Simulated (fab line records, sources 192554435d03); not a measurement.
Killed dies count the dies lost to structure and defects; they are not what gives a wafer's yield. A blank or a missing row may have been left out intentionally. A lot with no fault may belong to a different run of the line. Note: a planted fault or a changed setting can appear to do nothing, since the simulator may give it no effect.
One fault through the eyes of 2 desks + flow n5-finfet + only its own numbers are on each desk; what lay behind them is given at the end

## AT THE TOOL OWNER'S DESK: rie-diel-06
The tool's own readings at N5_BEOL_M4_ETCH_64 (etches SOC in N2/H2, target depth 75 nm, overetch 22.5 nm, time 121.9 s): means of the sampled wafers that have a number, for each lot that ran on this tool. The brackets show how far a lot's mean lies from the usual mean; more than 4 standard deviations puts the lot out of limits, marked OUT.
Columns: A = drypump-motor-current-A at N5_BEOL_M4_ETCH_64, usual 5.7 A; B = oes-product-au at N5_BEOL_M4_ETCH_64, usual 0.61 a.u.; C = rf-vpp-V at N5_BEOL_M4_ETCH_64, usual 523.8 V; D = showerhead-plenum-p-Torr at N5_BEOL_M4_ETCH_64, usual 2.54 Torr; E = throttle-valve-pct at N5_BEOL_M4_ETCH_64, usual 17.73 %
| lot  | first seen here | A   | B    | C     | D    | E     |
|------|-----------------|-----|------|-------|------|-------|
| L140 | day 10 16:28    | 5.3 | 0.60 | 524.3 | 2.55 | 17.69 |
This desk's finding: nothing out of limits on the one lot.

## AT THE METROLOGY DESK
What the gauges read for every lot (on any tool): the sampled wafers with a number, averaged. The brackets show how far a lot's mean lies from the usual mean; more than 4 standard deviations puts the lot out of limits, marked OUT. It has 14 readings; the 7 that lie furthest out on some lot are the ones shown.
Columns: A = cd-nm at N5_BEOL_M4_CD_MEAS_35, usual 18.0 nm; B = DIBL_N at N5_BEOL_M4_RC_MEAS_101, usual 36.4 mV/V; C = IOFF_P at N5_BEOL_M4_RC_MEAS_101, usual 0.21 nA/um; D = ION_P at N5_BEOL_M4_RC_MEAS_101, usual 464 uA/um; E = SS_P at N5_BEOL_M4_RC_MEAS_101, usual 73.3 mV/dec; F = VT_N at N5_BEOL_M4_RC_MEAS_101, usual 250 mV; G = VT_P at N5_BEOL_M4_RC_MEAS_101, usual -251 mV
| lot  | first seen here | A    | B    | C    | D   | E    | F   | G    |
|------|-----------------|------|------|------|-----|------|-----|------|
| L131 | day 8 08:41     | 17.9 | 36.9 | 0.22 | 471 | 73.5 | 248 | -249 |
| L140 | day 10 16:16    | 18.2 | 36.0 | 0.25 | 475 | 73.1 | 248 | -247 |
| L143 | day 11 05:35    | 17.8 | 36.2 | 0.21 | 452 | 73.9 | 250 | -253 |
| L142 | day 11 12:02    | 17.3 | 38.9 | 0.25 | 465 | 74.1 | 250 | -250 |
| L145 | day 11 19:22    | 18.1 | 38.1 | 0.22 | 459 | 74.1 | 250 | -252 |
| L148 | day 12 11:20    | 18.2 | 37.2 | 0.23 | 465 | 74.3 | 248 | -247 |
| L151 | day 13 14:50    | 17.9 | 39.2 | 0.21 | 457 | 73.4 | 250 | -254 |
| L152 | day 13 21:49    | 17.5 | 31.1 | 0.11 | 446 | 71.4 | 258 | -261 |
This desk's finding: nothing out of limits on any of the 8 lots.

## TAKEN TOGETHER
Nothing out of limits was seen by the tool owner's desk.
At the metrology desk, nothing out of limits was observed.

## WHAT THE SIMULATOR PUT IN
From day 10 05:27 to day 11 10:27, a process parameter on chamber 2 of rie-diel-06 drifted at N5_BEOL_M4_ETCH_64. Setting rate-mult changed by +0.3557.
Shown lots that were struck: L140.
